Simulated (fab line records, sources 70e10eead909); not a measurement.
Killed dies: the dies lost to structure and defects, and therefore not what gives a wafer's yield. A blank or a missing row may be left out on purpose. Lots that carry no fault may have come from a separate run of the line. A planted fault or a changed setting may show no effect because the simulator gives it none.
A lot that was struck, set against a sound lot :: flow nand harc :: 14 steps out of a route of 1302
Sound: wafers L508.1, L508.4, L508.6. The struck wafers were L517.2, L517.4, L517.6. Last of all comes the cause.
At each step with rows: each side's tool, then ch and its chambers, then its first start. Under that, the readings that differ: sound wafers :: struck wafers :: difference of the means :: sigmas: that difference in standard deviations of wafers without a fault.
alike: readings whose means differ by less than 2 such deviations, and words and numbers that are the same on both sides. not compared: withheld readings, readings that some wafer has no value for, bounds like >300 that may hide the same value, and numbers for which the record gives no deviation and whose values overlap.
The two part at a step that has a row with sigmas, a row that says differs or no value, or rows on one side only. Non-overlapping numbers with no deviation appear without sigmas and do not part them. Lack of a reading on every wafer of one side parts them only where that side has two or more wafers.

first, 1 step without rows for these wafers: NHARC_A_CONTACT_ETCH_128 (etches the open film in C4F8/O2/Ar, time 197 s, target depth 1918 nm).
NHARC_A_CONTACT_ETCH_129: etches the open film in C4F8/O2/Ar, time 197 s, target depth 1918 nm.
  sound on har cap etch-01 ch 0,1, day 27 02:26; struck on har cap etch-02 ch 0,1, day 31 00:45
reading: oes air line au (a.u.)
sound: 1.068 0.976 1.034
struck: 0.966 0.978 0.973
difference: -0.054
sigmas: -3
  alike: chamber pressure mTorr
  not compared: rf hours counter h
NHARC_A_CONTACT_ETCH_130: etches the open film in C4F8/O2/Ar, time 197 s, target depth 1918 nm.
  sound on har cap etch-01 ch 0,1, day 27 02:37; struck on har cap etch-02 ch 0,1, day 31 00:56
  alike: chamber pressure mTorr, oes air line au
  not compared: rf hours counter h
NHARC_A_CONTACT_ETCH_131: etches the open film in C4F8/O2/Ar, time 197 s, target depth 1918 nm.
  sound on har cap etch-01 ch 0,1, day 27 02:48; struck on har cap etch-02 ch 0,1, day 31 01:07
  alike: chamber pressure mTorr, oes air line au
  not compared: rf hours counter h
NHARC_A_CONTACT_ETCH_132: etches the open film in C4F8/O2/Ar, time 197 s, target depth 1924 nm.
  sound on har cap etch-01 ch 0,1, day 27 02:58; struck on har cap etch-02 ch 0,1, day 31 01:17
  alike: chamber pressure mTorr, oes air line au
  not compared: rf hours counter h
then, 2 steps without rows for these wafers: NHARC_A_CONTACT_ETCH_133 (etches the open film in C4F8/O2/Ar, time 374 s, target depth 1610 nm); NHARC_A_CONTACT_ETCH_91 (etches the open film in CH3F/O2, target depth 40 nm, time 85.7 s).
NHARC_A_CONTACT_ETCH_97: etches the open film in C4F6/O2, target depth 20 nm, time 10 s.
  sound: rie diel-04 ch 0,1,3; struck: rie diel-04 ch 0,2,3
  alike: bias w, c4f6 flow sccm, chamber pressure mTorr, drypump motor current A, oes product au, rf vpp V, showerhead plenum p Torr, throttle valve pct
  not compared: rf hours counter h
NHARC_A_CONTACT_CD_MEAS_80:
  struck on cd sem-01, day 31 02:28; sound on cd sem-02, day 27 04:10
  alike: cd nm
then, 3 steps without rows for these wafers: NHARC_A_CONTACT_STRIP_103 (strips in N2/H2); NHARC_A_CONTACT_STRIP_104 (strips in CF4/CHF3); NHARC_A_CONTACT_STRIP_105 (strips in O2/COS).
NHARC_A_CONTACT_ETCH_106: etches the open film in CF4/O2, target depth 90 nm, overetch 9 nm, time 49.5 s.
  sound on rie diel-05 ch 1,3, day 27 04:30; struck on rie diel-05 ch 0,1,2, day 31 02:46
  no value came back on the struck wafers for any of 9 readings (bias w (W), cf4 flow sccm (sccm) and others); on the sound wafers bias w (W) reads 100.0 100.5 100.2
  not compared: rf hours counter h
then, 1 step without rows for these wafers: NHARC_A_CONTACT_STRIP_82 (strips in O2).

== WHERE THEY PART ==
At NHARC_A_CONTACT_ETCH_129 first; at NHARC_A_CONTACT_ETCH_106 last (within this record only).

WHY: whatever the simulator had introduced
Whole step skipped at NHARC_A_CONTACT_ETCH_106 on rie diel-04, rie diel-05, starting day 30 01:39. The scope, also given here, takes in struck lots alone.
